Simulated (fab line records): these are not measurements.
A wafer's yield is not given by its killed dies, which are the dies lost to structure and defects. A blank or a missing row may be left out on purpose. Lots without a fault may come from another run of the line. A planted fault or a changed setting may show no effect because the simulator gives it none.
Problem report in the 8D (eight disciplines) form, filled by code -- flow n5Finfet -- the parts of the form that need people (team, actions taken, sign-off) are left out

## 1. PROBLEM STATEMENT
Mean of spinSpeedRpm at N5_BEOL_M12_COAT_22: 2534.4 rpm across 3 wafers in 2 lots; on wafers with no fault it is 2888.0 rpm (standard deviation 1.9). So: -99 or more standard deviations from the usual mean.
The step: resist thk 300 nm.
The first sign was on wafer L310.5 at day 14 16:25, on lithoTrack-05. The record has a number at this step for 33 wafers belonging to 12 lots. By rule, "out" or "out of limits" means more than 4 standard deviations away from the usual mean. The other wafers with a number count as sound.

## 2. WHAT IT IS; WHAT IT IS NOT
question,is,is not
which readings at this step,spinSpeedRpm,-
which lots,"L310, L312","L295, L302, L303, L305, L306, L308, L309, L314, L315, L317"
which wafers of those lots,all that have a number,-
read on which tools,lithoTrack-05,"lithoTrack-02, lithoTrack-03"
when,from day 14 16:25,"up to then (21 sound wafers); but 9 sound wafers of L314, L315, L317 came after"

## 3. THE SUSPECTS, EACH WITH WHAT RULES IT OUT
Counting: a tool at a process step up to the reading stays a suspect if it ran every lot that is out and no sound lot after the first of them.
- lithoTrack-05 at N5_BEOL_M12_COAT_22 (resist thk 300 nm): kept. It processed each lot that is out, first L310 at day 14 16:25, and no sound lot thereafter; up to then, the last sound lot it processed was L309 at day 13 23:22. Its own spinSpeedRpm readings are out on those wafers.
The count leaves lithoTrack-05 at N5_BEOL_M12_COAT_22.

## 4. THE CAUSE (what the simulator had put in)
Process parameter drift: lithoTrack-05, from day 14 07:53 on, at N5_BEOL_M12_COAT_22. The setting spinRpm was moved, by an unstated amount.
After counting, this tool was the only one left.

## 5. SEQUENCE OF EFFECTS, ordered by route
One row per reading whose mean, taken over the struck wafers that have a number, lies over 3 standard deviations from the usual. Only readings whose record carries a usual standard deviation are examined. hours: median over the lots of the time between each lot's start at the first step of this table that gives one and its start at this step. sigmas: the change, counted in usual standard deviations.
hours,step,reading,usual,on struck wafers,change,sigmas
0,N5_BEOL_M12_COAT_22,spinSpeedRpm,2888.0 rpm,2534.4,-353.6,-99 or more
It contains these process steps:
- N5_BEOL_M12_COAT_22: resist thk 300 nm.
Later steps that measure or inspect, where all struck wafers having a row at the step show a number for every such reading and not one has moved that far: N5_BEOL_M12_OVL_MEAS_29.

## 6. HOW IT WOULD HAVE BEEN CAUGHT EARLIER
In this record the first reading out of limits was taken at day 14 16:25, 9 hours after the fault began at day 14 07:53.
